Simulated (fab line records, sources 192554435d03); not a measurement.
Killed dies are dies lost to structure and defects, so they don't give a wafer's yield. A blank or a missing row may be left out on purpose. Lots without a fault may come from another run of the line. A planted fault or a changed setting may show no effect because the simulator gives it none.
Split-lot experiment | flow n5_finfet | 7 lots, 21 wafers read, on a route of 1938 steps

THE SPLIT
At N5_BEOL_M15_ILD_DEP_00 (deposits SiO2 from TEOS/O2, target thk 1629.3 nm, time 346.1 s), the setting time_s was moved away from the recipe's 346.1 s on 10 of the 21 wafers read, by -10.3% to +12.1%. The other wafers ran this setting at the recipe's value.

The file shows no step between the split and the reading.

THE READING
M15_ILD_THK, in nm, at N5_BEOL_M15_THK_MEAS_01. Fault-free wafers of this fab line usually give 1628 nm, standard deviation 23 nm.

wafer  | tool, chamber at the split | time_s as run, s | against the recipe | M15_ILD_THK, nm | against lot-mates on the recipe
L078.2 | pecvd-01, 0                | 346.1            | recipe             | 1629            | -
L078.4 | pecvd-01, 1                | 346.1            | recipe             | 1678            | -
L078.5 | pecvd-01, 2                | 346.1            | recipe             | 1638            | -
L082.3 | pecvd-02, 1                | 346.1            | recipe             | 1620            | -
L082.4 | pecvd-02, 1                | 346.1            | recipe             | 1652            | -
L082.5 | pecvd-02, 0                | 346.1            | recipe             | 1618            | -
L087.2 | pecvd-02, 0                | 346.1            | recipe             | 1612            | -
L087.3 | pecvd-02, 2                | 346.1            | recipe             | 1659            | -
L087.6 | pecvd-02, 1                | 366.9            | +6.0%              | 1745            | +110
L089.2 | pecvd-02, 2                | 310.4            | -10.3%             | 1476            | no lot-mate on the recipe
L089.3 | pecvd-02, 0                | 310.4            | -10.3%             | 1444            | no lot-mate on the recipe
L089.5 | pecvd-02, 1                | 310.4            | -10.3%             | 1468            | no lot-mate on the recipe
L088.1 | pecvd-04, 1                | 375.1            | +8.4%              | 1743            | no lot-mate on the recipe
L088.2 | pecvd-04, 2                | 375.1            | +8.4%              | 1746            | no lot-mate on the recipe
L088.3 | pecvd-04, 0                | 375.1            | +8.4%              | 1690            | no lot-mate on the recipe
L092.1 | pecvd-02, 1                | 381.5            | +10.2%             | 1797            | +144
L092.2 | pecvd-02, 2                | 346.1            | recipe             | 1653            | -
L092.5 | pecvd-02, 0                | 381.5            | +10.2%             | 1811            | +158
L095.1 | pecvd-02, 1                | 387.9            | +12.1%             | 1792            | +166
L095.4 | pecvd-02, 1                | 346.1            | recipe             | 1642            | -
L095.6 | pecvd-02, 0                | 346.1            | recipe             | 1609            | -

THE FIT
A straight line over all 21 wafers: M15_ILD_THK changes by +15 nm for each +1% of time_s; r = +0.97; the points scatter about the line by 26 nm.
The same after taking each lot's own level away (the mean of its wafers on the recipe; 15 wafers): +14.6 nm for each +1%; r = +0.97; scatter 18 nm.
On that fit, the largest move of time_s shifts the reading by 1.8e+02 nm.
The lots' own levels span 1625.5 to 1653.0 nm, that is 1.2 times the standard deviation above.
So the lot-to-lot level changes the slope little: the two slopes agree.
Check: with one of the wafers moved furthest among these (+12.1%) left out of the fit, the line predicts +184 nm for it against its lot-mates. It came out at +166 nm against them.

OTHER SPLITS ON THESE WAFERS
These wafers also went through other splits before the reading. Each is held against what the fit with the lots' levels taken away leaves over:
other split on the same wafers    | wafers away from the commonest value | r with M15_ILD_THK (lot level and that fit taken away)
N5_BEOL_M12_TRENCH_ETCH_34 time_s | 6                                    | +0.32
N5_BEOL_M13_COAT_66 spin_rpm      | 6                                    | +0.31
N5_BEOL_M13_SPUTTER_43 power_w    | 8                                    | -0.05
N5_BEOL_M13_SPUTTER_44 time_s     | 9                                    | -0.23

THE WHOLE CHAIN: every reading that the file lists as answering this split, in the file's order
step                    | what it does                                                   | reading                                                                             | change (the file's fit)              | r (the file's)
N5_BEOL_M15_ILD_DEP_00  | deposits SiO2 from TEOS/O2, target thk 1629.3 nm, time 346.1 s | SiO2_of_BEOL_M15_ILD_DEP_00.thk_nm (the simulator's own value, which no gauge read) | +14.6 nm for each +1% of the setting | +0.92
N5_BEOL_M15_THK_MEAS_01 |                                                                | M15_ILD_THK                                                                         | +14.7 for each +1% of the setting    | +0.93
N5_BEOL_M15_VIA_ETCH_16 | etches SiO2 in C4F8/O2/Ar, target depth 1792.2 nm              | etch.depth_nm (the simulator's own value, which no gauge read)                      | +14.6 nm for each +1% of the setting | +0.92

THE FILE'S OWN FIT
M15_ILD_THK changes by +14.7 nm for each +1% of time_s, r = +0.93.
